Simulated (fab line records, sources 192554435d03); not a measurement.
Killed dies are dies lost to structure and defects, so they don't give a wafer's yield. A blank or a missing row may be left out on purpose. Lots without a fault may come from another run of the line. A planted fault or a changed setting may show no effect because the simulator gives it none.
fab line records | flow n5_finfet
record lots=5 wafers=15 last_day=19
route steps=1938 shown PASSIVATION@1922 END@1938
lots that met no fault: from a run of the same line without faults
start_h: hours from the record's first day to the start of the lot's first wafer shown | wait_h: hours since the lot's step before | " the same as in the row above | L1.1+2: a row that stands for several wafers | - no value, or no start given | * or withheld: withheld | < > ~ a bound
route shown NAME@n: a module of which the file shows steps, and the number in the route of the first | usual: mean/standard deviation of fault-free wafers | same: alike in all rows | chamber/n: place in a boat | sites: the reading at each site | _std_site: their standard deviation | _edge_site: outer sites' mean less inner sites' | radius_mm: how far each site lies from the wafer's centre | mask NAME#n: copy n | behind: the tool/chamber that last shaped the wafer | hold: why the lot was held/for how many hours/how that ended | device: the transistor (n, p or np) that didn't switch | end of line: the same wafers' tests at the end of the route | a step without rows: its recipe alone | killed: dies lost to structure and defects at the first sort, not the wafer's yield | map: a wafer's dies, x killed, . not, _ none there
set.NAME: the setting as run; set.NAME@STEP: as run at that earlier step | model.NAME: the simulator's own value behind a step, which no gauge read
lots at some steps of the route; a table a step, a row a wafer
services: from which hour (start_h, from the record's first day; less than 0 if before it) a tool's chamber was out of use, for how many hours, and why
## steps
# step N5_PASSIVATION_PEB_42
# recipe peb_temp_c=withheld peb_time_s=*
# usual exhaust_pa=45.1/0.97
# columns lot.wafer tool chamber start_h wait_h exhaust_pa
L077.1 litho_track-03 0 291.27 0.1 46.0
L077.4 " 0 " " 45.6
L077.6 " 0 " " 46.1
L075.1 litho_track-04 0 294.34 0.1 44.3
L075.4 " 0 " " 44.3
L075.6 " 0 " " 43.8
L087.1 litho_track-02 0 385.53 0.1 47.2
L087.5 " 0 " " 46.0
L087.6 " 0 " " 46.0
L091.1 litho_track-03 0 388.95 0.1 44.7
L091.3 " 0 " " 45.6
L091.6 " 0 " " 44.9
L095.1 litho_track-03 0 452.49 0.1 46.9
L095.2 " 0 " " 46.7
L095.6 " 0 " " 47.0
# step N5_PASSIVATION_DEVELOP_43
# recipe develop_time_s=60 rinse_liquid=diw dry=air_spin dev_temp_c=21
# usual developer_temp_C=21.01/0.097 exhaust_pa=45.1/0.9
# columns lot.wafer tool chamber start_h wait_h developer_temp_C exhaust_pa
L077.1 litho_track-03 0 - - 21.09 44.8
L077.4 " 0 " " 21.07 46.1
L077.6 " 0 " " 21.09 46.1
L075.1 litho_track-04 0 - - 21.05 45.5
L075.4 " 0 " " 20.87 46.0
L075.6 " 0 " " 21.12 45.3
L087.1 litho_track-02 0 - - 21.19 44.0
L087.5 " 0 " " 21.08 44.9
L087.6 " 0 " " 21.06 46.0
L091.1 litho_track-03 0 - - 21.06 44.2
L091.3 " 0 " " 20.96 43.6
L091.6 " 0 " " 20.97 45.6
L095.1 litho_track-03 0 - - 20.99 44.7
L095.2 " 0 " " 20.91 44.0
L095.6 " 0 " " 20.96 43.5
# step N5_PASSIVATION_HARDBAKE_45
# recipe temp_c=130 time_s=120
# usual exhaust_pa=45.0/0.89 plate_temp_C=130.00/0.14
# columns lot.wafer tool chamber start_h wait_h exhaust_pa plate_temp_C
L077.1 litho_track-03 0 - - 45.2 130.03
L077.4 " 0 " " 46.2 130.13
L077.6 " 0 " " 46.1 130.24
L075.1 litho_track-04 0 - - 44.3 129.94
L075.4 " 0 " " 44.9 130.06
L075.6 " 0 " " 44.9 129.98
L087.1 litho_track-02 0 - - 44.6 129.76
L087.5 " 0 " " 45.9 129.84
L087.6 " 0 " " 44.5 130.04
L091.1 litho_track-03 0 - - 46.1 130.24
L091.3 " 0 " " 46.7 130.09
L091.6 " 0 " " 44.9 130.02
L095.1 litho_track-03 0 - - 45.1 130.03
L095.2 " 0 " " 44.3 129.92
L095.6 " 0 " " 45.6 129.79
# step N5_PASSIVATION_CD_MEAS_44
# recipe target_cd_nm=40000 landing_energy_ev=500 detector=se_inlens
# usual cd_nm=39999/4.1
# columns lot.wafer tool chamber start_h wait_h cd_nm
L077.1 cd_sem-01 0 291.39 - 39993
L077.4 " 0 " " 39997
L077.6 " 0 " " 39996
L075.1 cd_sem-03 0 294.46 - 40008
L075.4 " 0 " " 40009
L075.6 " 0 " " 39999
L087.1 cd_sem-02 0 385.65 - 40000
L087.5 " 0 " " 40003
L087.6 " 0 " " 39999
L091.1 cd_sem-03 0 389.07 - 40001
L091.3 " 0 " " 39998
L091.6 " 0 " " 39995
L095.1 cd_sem-02 0 452.61 - 39996
L095.2 " 0 " " 39994
L095.6 " 0 " " 39996
# step N5_PASSIVATION_OVL_MEAS_66
# recipe points_per_wafer=44
# usual PASS_OPEN_OVL=-4/5.5
# columns lot.wafer tool chamber start_h wait_h PASS_OPEN_OVL[nm]
L077.1 overlay-02 0 291.42 0.0 3
L077.4 " 0 " " 0
L077.6 " 0 " " -8
L075.1 overlay-02 0 294.49 0.0 4
L075.4 " 0 " " 6
L075.6 " 0 " " 6
L087.1 overlay-01 0 385.68 0.0 7
L087.5 " 0 " " 1
L087.6 " 0 " " -6
L091.1 overlay-01 0 389.10 0.0 -6
L091.3 " 0 " " -6
L091.6 " 0 " " -8
L095.1 overlay-01 0 452.64 0.0 -2
L095.2 " 0 " " 0
L095.6 " 0 " " -1
# step N5_PASSIVATION_INSPECT_67
# recipe mode=adi inspect_instrument=macro
# usual raw_defect_count=2.0/1.5
# columns lot.wafer tool chamber start_h wait_h raw_defect_count
L077.1 defect_inspect-02 - 291.45 0.0 1
L077.4 " - " " 6
L077.6 " - " " 4
L075.1 defect_inspect-01 - 294.51 0.0 2
L075.4 " - " " 2
L075.6 " - " " 1
L087.1 defect_inspect-01 - 385.71 0.0 0
L087.5 " - " " 0
L087.6 " - " " 2
L091.1 defect_inspect-01 - 389.13 0.0 3
L091.3 " - " " 2
L091.6 " - " " 2
L095.1 defect_inspect-01 - 452.67 0.0 5
L095.2 " - " " 2
L095.6 " - " " 4
# step N5_PASSIVATION_DESCUM_46
# recipe chemistry=O2 time_s=7.9 source_power_w=50 bias_power_w=20 pressure_mtorr=20 rf_frequency_hz=2.712e+07 temp_c=40 o2_flow_sccm=225
# usual chamber_pressure_mTorr=19.996/0.018 drypump_motor_current_A=5.49/0.29 oes_product_au=0.84/0.084 rf_vpp_V=243.3/1.6 showerhead_plenum_p_Torr=2.11/0.085 throttle_valve_pct=20.26/0.25
# columns lot.wafer tool chamber start_h wait_h chamber_pressure_mTorr drypump_motor_current_A oes_product_au rf_hours_counter_h rf_vpp_V showerhead_plenum_p_Torr throttle_valve_pct
L077.1 rie_diel-01 3 291.88 0.4 20.015 5.24 0.82 79 243.4 2.01 20.19
L077.4 " 2 " " 20.026 5.77 0.71 - 240.2 1.98 20.52
L077.6 " 3 " " 19.991 5.25 0.83 - 242.2 2.01 20.18
L075.1 rie_diel-04 3 294.55 0.0 19.990 5.21 0.70 219 241.5 2.06 20.38
L075.4 " 2 " " 19.980 5.41 0.93 - 242.3 2.05 19.93
L075.6 " 1 " " 20.012 5.92 0.69 - 242.3 1.96 20.33
L087.1 rie_diel-03 2 385.79 0.1 19.997 4.97 0.82 84 244.5 2.22 20.59
L087.5 " 3 " " 19.989 5.40 0.78 - 243.4 2.13 20.71
L087.6 " 2 " " 19.990 4.97 0.83 - 245.1 2.22 20.59
L091.1 rie_diel-01 0 389.48 0.4 20.006 5.33 0.92 29 244.6 2.12 20.03
L091.3 " 1 " " 19.972 5.62 0.90 38 245.2 2.23 20.08
L091.6 " 0 " " 19.975 5.33 0.92 - 244.3 2.12 20.00
L095.1 rie_diel-03 0 452.70 0.0 19.987 5.82 0.82 94 244.8 2.11 19.96
L095.2 " 1 " " 19.962 5.82 0.83 70 243.5 2.12 20.48
L095.6 " 1 " " 19.990 5.83 0.84 - 244.3 2.12 20.48
# step N5_PASSIVATION_PASS_ETCH_47
# recipe chemistry=CF4/O2 target=SiNx target_depth_a=7700 time_s=385 ion_energy_ev=100 pressure_mtorr=40 source_w=535 bias_w=49 Ar_flow_sccm=100 cf4_flow_sccm=100 O2_flow_sccm=10
# usual chamber_pressure_mTorr=40.00/0.034 drypump_motor_current_A=5.49/0.29 oes_product_au=0.83/0.08 rf_vpp_V=238/4.8 showerhead_plenum_p_Torr=2.22/0.082 throttle_valve_pct=15.71/0.23
# columns lot.wafer tool chamber start_h wait_h chamber_pressure_mTorr drypump_motor_current_A oes_product_au rf_hours_counter_h rf_vpp_V showerhead_plenum_p_Torr throttle_valve_pct
L077.1 rie_diel-01 3 291.92 0.0 40.01 5.23 0.82 79 233 2.13 15.73
L077.4 " 2 " " 39.99 5.78 0.72 - 239 2.10 16.09
L077.6 " 3 " " 40.00 5.25 0.82 - 233 2.13 15.74
L075.1 rie_diel-04 3 294.58 0.0 39.95 5.21 0.71 219 239 2.17 15.91
L075.4 " 2 " " 39.97 5.40 0.91 - 239 2.16 15.45
L075.6 " 1 " " 39.97 5.91 0.70 - 241 2.09 16.00
L087.1 rie_diel-03 2 385.82 0.0 39.98 4.92 0.81 84 234 2.33 15.95
L087.5 " 3 " " 40.02 5.43 0.77 - 229 2.20 15.90
L087.6 " 2 " " 40.04 4.92 0.83 - 236 2.33 15.92
L091.1 rie_diel-01 0 389.52 0.0 40.02 5.34 0.90 29 240 2.24 15.50
L091.3 " 1 " " 40.03 5.65 0.88 38 248 2.33 15.49
L091.6 " 0 " " 40.00 5.35 0.90 - 241 2.24 15.50
L095.1 rie_diel-03 0 452.73 0.0 39.98 5.83 0.79 94 239 2.21 15.39
L095.2 " 1 " " 40.01 5.83 0.84 70 238 2.25 15.88
L095.6 " 1 " " 39.95 5.83 0.84 - 237 2.25 15.87
# step N5_PASSIVATION_ETCH_54
# recipe chemistry=CHF3/O2 target=SiO2 target_depth_a=8800 CHF3_flow_sccm=50 O2_flow_sccm=5 Ar_flow_sccm=200 time_s=440 mask_material=PR pressure_mtorr=30 source_w=650 bias_w=170 ion_energy_ev=200
# usual chamber_pressure_mTorr=30.00/0.031 drypump_motor_current_A=5.49/0.29 oes_product_au=0.83/0.081 rf_vpp_V=518/11 showerhead_plenum_p_Torr=2.42/0.094 throttle_valve_pct=18.64/0.23
# columns lot.wafer tool chamber start_h wait_h chamber_pressure_mTorr drypump_motor_current_A oes_product_au rf_hours_counter_h rf_vpp_V showerhead_plenum_p_Torr throttle_valve_pct
L077.1 rie_diel-01 3 292.15 0.1 29.98 5.22 0.82 79 507 2.32 18.59
L077.4 " 2 " " 29.94 5.77 0.71 - 517 2.29 18.99
L077.6 " 3 " " 29.98 5.23 0.82 - 508 2.32 18.58
L075.1 rie_diel-04 3 294.81 0.1 30.00 5.23 0.71 219 522 2.37 18.81
L075.4 " 2 " " 30.01 5.40 0.91 - 518 2.35 18.27
L075.6 " 1 " " 29.95 5.92 0.69 - 523 2.29 18.91
L087.1 rie_diel-03 2 386.05 0.1 30.04 4.94 0.82 84 512 2.55 18.94
L087.5 " 3 " " 29.98 5.42 0.77 - 499 2.40 18.78
L087.6 " 2 " " 29.98 4.95 0.82 - 513 2.55 18.92
L091.1 rie_diel-01 0 389.74 0.1 30.00 5.32 0.90 29 523 2.45 18.46
L091.3 " 1 " " 30.01 5.63 0.88 38 539 2.55 18.46
L091.6 " 0 " " 29.93 5.33 0.90 - 522 2.45 18.45
L095.1 rie_diel-03 0 452.96 0.1 29.96 5.84 0.80 95 520 2.43 18.36
L095.2 " 1 " " 29.99 5.83 0.84 70 516 2.46 18.89
L095.6 " 1 " " 29.99 5.84 0.84 - 516 2.46 18.90
# step N5_PASSIVATION_STRIP_48
# recipe chemistry=O2 power_w=600 temp_c=60 pressure_mtorr=30 rf_frequency_hz=6e+07 bias_power_w=0 overash_fraction=0.5 o2_flow_sccm=225
# usual chamber_pressure_mTorr=30.00/0.17 drypump_motor_current_A=5.49/0.29 oes_product_au=0.84/0.085 rf_vpp_V=3.8/2.3 showerhead_plenum_p_Torr=2.11/0.085 throttle_valve_pct=16.51/0.24
# columns lot.wafer tool chamber start_h wait_h chamber_pressure_mTorr drypump_motor_current_A oes_product_au rf_hours_counter_h rf_vpp_V showerhead_plenum_p_Torr throttle_valve_pct
L077.1 rie_diel-01 3 292.44 0.1 29.83 5.24 0.83 79 2.3 2.01 16.46
L077.4 " 2 " " 30.16 5.78 0.70 - 4.1 1.98 16.89
L077.6 " 3 " " 29.98 5.22 0.83 - 0.2 2.02 16.52
L075.1 rie_diel-04 3 295.10 0.1 30.15 5.23 0.71 219 2.2 2.07 16.66
L075.4 " 2 " " 29.94 5.40 0.93 - 1.9 2.05 16.23
L075.6 " 1 " " 30.18 5.92 0.68 - 2.1 1.97 16.65
L087.1 rie_diel-03 2 386.34 0.1 30.22 4.92 0.80 84 4.4 2.22 16.80
L087.5 " 3 " " 30.05 5.43 0.79 - 3.6 2.13 16.94
L087.6 " 2 " " 30.08 4.88 0.82 - 7.8 2.22 16.79
L091.1 rie_diel-01 0 390.03 0.1 29.90 5.30 0.91 29 0.1 2.13 16.33
L091.3 " 1 " " 30.14 5.63 0.89 38 5.7 2.23 16.38
L091.6 " 0 " " 30.46 5.32 0.91 - 2.8 2.13 16.26
L095.1 rie_diel-03 0 453.25 0.1 29.94 5.81 0.82 95 0.8 2.11 16.22
L095.2 " 1 " " 29.85 5.83 0.81 70 5.7 2.13 16.61
L095.6 " 1 " " 30.00 5.82 0.84 - 5.8 2.13 16.59
# step N5_PASSIVATION_STRIP_52
# recipe chemistry=post_etch_residue_remover time_s=1200 temp_c=72.5
# columns lot.wafer tool chamber start_h wait_h
L077.1+4+6 wet_bench-06 5,1,7 292.51 -
L075.1+4+6 wet_bench-06 2,4,6 295.17 -
L087.1+5+6 wet_bench-05 2,6,7 386.41 -
L091.1+3+6 wet_bench-05 7,3,6 390.10 -
L095.1+2+6 wet_bench-01 7,0,1 453.32 -
# step N5_PASSIVATION_CLEAN_71
# recipe chemistry=IPA time_s=180 temp_c=25
# columns lot.wafer tool chamber start_h wait_h
L077.1+4+6 wet_bench-06 5,1,7 292.84 0.0
L075.1+4+6 wet_bench-06 2,4,6 295.50 0.0
L087.1+5+6 wet_bench-05 2,6,7 386.74 0.0
L091.1+3+6 wet_bench-05 7,3,6 390.43 0.0
L095.1+2+6 wet_bench-01 7,0,1 453.65 0.0
# step N5_PASSIVATION_SRD_72
# recipe dry=ipa_marangoni time_s=30 temp_c=23 rinse_liquid=diw
# columns lot.wafer tool chamber start_h wait_h
L077.1+4+6 wet_bench-06 5,1,7 292.90 0.0
L075.1+4+6 wet_bench-06 2,4,6 295.56 0.0
L087.1+5+6 wet_bench-05 2,6,7 386.79 0.0
L091.1+3+6 wet_bench-05 7,3,6 390.49 0.0
L095.1+2+6 wet_bench-01 7,0,1 453.70 0.0
# step N5_PASSIVATION_ANNEAL_56
# recipe temp_c=400 time_s=1800 ambient=FGA idle_temp_c=300 ramp_up_c_per_min=5 ramp_down_c_per_min=3
# columns lot.wafer tool chamber start_h wait_h
L077.1+4+6 furnace-02 0 292.94 0.0
L075.1+4+6 furnace-02 0 295.60 0.0
L087.1+5+6 furnace-03 0 386.84 0.0
L091.1+3+6 furnace-03 0 390.53 0.0
L095.1+2+6 furnace-03 0 453.75 0.0
# step N5_PASSIVATION_INSPECT_57
# recipe inspect_instrument=macro mode=outgoing
# usual raw_defect_count=1.9/1.6
# columns lot.wafer tool chamber start_h wait_h raw_defect_count
L077.1 defect_inspect-02 - 295.30 0.0 5
L077.4 " - " " 1
L077.6 " - " " 3
L075.1 defect_inspect-01 - 297.95 0.0 2
L075.4 " - " " 1
L075.6 " - " " 3
L087.1 defect_inspect-01 - 389.20 0.0 3
L087.5 " - " " 1
L087.6 " - " " 1
L091.1 defect_inspect-02 - 392.87 0.0 1
L091.3 " - " " 2
L091.6 " - " " 0
L095.1 defect_inspect-02 - 456.10 0.0 1
L095.2 " - " " 1
L095.6 " - " " 0
## services
# columns tool chamber start_h hours kind
rie_diel-03 0 285.15 18.7 repair
rie_diel-04 0 291.63 - clean
rie_diel-04 0 291.63 - consumable_replace:focus_ring
rie_diel-04 0 291.63 22.6 scheduled_down
rie_diel-04 0 291.63 22.6 vent_cycle
rie_diel-01 0 291.88 - clean
rie_diel-01 0 291.88 - consumable_replace:focus_ring
rie_diel-01 0 291.88 17.7 scheduled_down
rie_diel-01 0 291.88 17.7 vent_cycle
rie_diel-04 1 314.27 - clean
rie_diel-04 1 314.27 - consumable_replace:focus_ring
rie_diel-04 1 314.27 - consumable_replace:showerhead
rie_diel-04 1 314.27 20.2 scheduled_down
rie_diel-03 2 360.21 3.0 repair
rie_diel-01 2 368.58 - clean
rie_diel-01 2 368.58 - consumable_replace:focus_ring
rie_diel-01 2 368.58 - consumable_replace:showerhead
rie_diel-01 2 368.58 24.0 scheduled_down
rie_diel-01 2 368.58 24.0 vent_cycle
rie_diel-04 3 400.12 6.5 repair
rie_diel-03 - 404.61 0.9 repair
wet_bench-06 - 419.02 24.8 repair
rie_diel-01 0 430.11 1.5 repair
rie_diel-03 0 432.56 3.0 repair
## key
fault none
